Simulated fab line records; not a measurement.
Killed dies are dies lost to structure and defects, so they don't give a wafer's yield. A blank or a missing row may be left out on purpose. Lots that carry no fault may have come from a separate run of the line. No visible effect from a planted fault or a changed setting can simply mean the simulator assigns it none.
Split-lot trial | flow n5Finfet | 21 wafers read across 7 lots, on a route 1938 steps long

== THE SPLIT ITSELF ==
At N5_SD_EPI_N_EPI_21 (deposits Si:P, time 690 s), the setting timeS was moved away from the recipe's 690 s on 7 of the 21 wafers read, by -18.6% to +13.3%. All remaining wafers had this setting at the recipe value.

== FROM THE SPLIT TO THE READING: what the file shows between them, 5 steps ==
- N5_SD_EPI_N_PRECLEAN_24: cleans in O3/DIW, time 60 s
- N5_SD_EPI_N_SRD_25: time 30 s
- N5_SD_EPI_N_PRECLEAN_49: cleans in NF3:NH3, afs cycles 1, time 20 s, sublimation time 60 s
- N5_SD_ACTIVATION_RTA_00: time 0 s
- N5_SD_ACTIVATION_LSA_01: time 0.0008 s

== THE READING ==
RS_SD_N in ohm/sq, measured at N5_SD_ACTIVATION_RS_MEAS_03 by four-point-probe. Fault-free wafers of this fab line usually give 21.89 ohm/sq, standard deviation 0.27 ohm/sq.

wafer  | tool, chamber at the split | timeS as run, s | against the recipe | RS_SD_N, ohm/sq | against lot-mates on the recipe
L074.4 | epiRpcvd-02, 0             | 690             | recipe             | 21.69           | -
L074.5 | epiRpcvd-02, 0             | 748.3           | +8.4%              | 21.10           | -0.59
L074.6 | epiRpcvd-02, 0             | 748.3           | +8.4%              | 20.85           | -0.84
L078.3 | epiRpcvd-02, 0             | 690             | recipe             | 21.62           | -
L078.4 | epiRpcvd-02, 0             | 690             | recipe             | 22.10           | -
L078.6 | epiRpcvd-02, 0             | 690             | recipe             | 21.82           | -
L083.3 | epiRpcvd-03, 0             | 561.4           | -18.6%             | 25.17           | +2.90
L083.4 | epiRpcvd-03, 0             | 690             | recipe             | 22.27           | -
L083.5 | epiRpcvd-03, 0             | 561.4           | -18.6%             | 24.84           | +2.57
L085.2 | epiRpcvd-02, 0             | 690             | recipe             | 22.23           | -
L085.3 | epiRpcvd-02, 0             | 690             | recipe             | 21.95           | -
L085.6 | epiRpcvd-02, 0             | 781.5           | +13.3%             | 20.06           | -2.03
L088.1 | epiRpcvd-02, 0             | 595.7           | -13.7%             | 24.38           | +1.93
L088.2 | epiRpcvd-02, 0             | 690             | recipe             | 22.45           | -
L088.5 | epiRpcvd-02, 0             | 595.7           | -13.7%             | 24.21           | +1.76
L091.1 | epiRpcvd-03, 0             | 690             | recipe             | 21.87           | -
L091.3 | epiRpcvd-03, 0             | 690             | recipe             | 21.74           | -
L091.4 | epiRpcvd-03, 0             | 690             | recipe             | 22.12           | -
L092.4 | epiRpcvd-03, 0             | 690             | recipe             | 21.60           | -
L092.5 | epiRpcvd-03, 0             | 690             | recipe             | 21.67           | -
L092.6 | epiRpcvd-03, 0             | 690             | recipe             | 21.64           | -

FIT RESULTS
A straight line over all 21 wafers: RS_SD_N changes by -0.157 ohm/sq for each +1% of timeS; r = -0.98; the points scatter about the line by 0.28 ohm/sq.
The same after taking each lot's own level away (the mean of its wafers on the recipe; 21 wafers): -0.137 ohm/sq for each +1%; r = -0.98; scatter 0.2 ohm/sq.
On that fit, the largest move of timeS shifts the reading by 2.6 ohm/sq.
From 21.637 to 22.450 ohm/sq: that is the span of the lots' own levels, equal to 3.0 times the standard deviation above.
Thus the slope moves with the lot-to-lot level: the two fits are different.
Check: for one of the wafers moved furthest among these (-18.6%), held out of the fit, the line's prediction against its lot-mates is +2.49 ohm/sq. Against them it came out at +2.9 ohm/sq.

== THE OTHER SPLITS THESE WAFERS WENT THROUGH ==
Other splits were also applied to these wafers ahead of the reading. Each is held against what the fit with the lots' levels taken away leaves over:
other split on the same wafers           | wafers away from the commonest value | r with RS_SD_N (lot level and that fit taken away)
N5_PMOS_HMC_CHANNEL_EPI_EXPOSE_06 doseMj | 8                                    | +0.29
N5_PMOS_HMC_CHANNEL_EPI_PEB_07 pebTimeS  | 7                                    | -0.20
N5_FIN_SAQP_PEB_14 pebTimeS              | 9                                    | +0.15
N5_FIN_SAQP_DEVELOP_15 developTimeS      | 8                                    | -0.18
N5_FIN_CUT_CUT_ETCH_26 timeS             | 2                                    | -0.04
N5_SD_EPI_N_COAT_32 spinRpm              | 6                                    | +0.06
N5_SD_EPI_N_COAT_33 spinRpm              | 8                                    | -0.21

== THE WHOLE CHAIN: every reading that the file lists as answering this split, in the file's order ==
step                        | what it does                 | reading                                                                        | change (the file's fit)               | r (the file's)
N5_SD_EPI_N_EPI_21          | deposits Si:P, time 690 s    | Si-P_of_SD_EPI_N_EPI_21.thkNm (the simulator's own value, which no gauge read) | +0.346 nm for each +1% of the setting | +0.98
N5_SD_EPI_N_PRECLEAN_24     | cleans in O3/DIW, time 60 s  | Si-P_of_SD_EPI_N_EPI_21.thkNm (the simulator's own value, which no gauge read) | +0.343 nm for each +1% of the setting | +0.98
N5_SD_ACTIVATION_RS_MEAS_03 | measures by four-point-probe | RS_SD_N                                                                        | -0.14 for each +1% of the setting     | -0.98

== THE FILE'S OWN FIT ==
RS_SD_N changes by -0.14 ohm/sq for each +1% of timeS, r = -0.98.
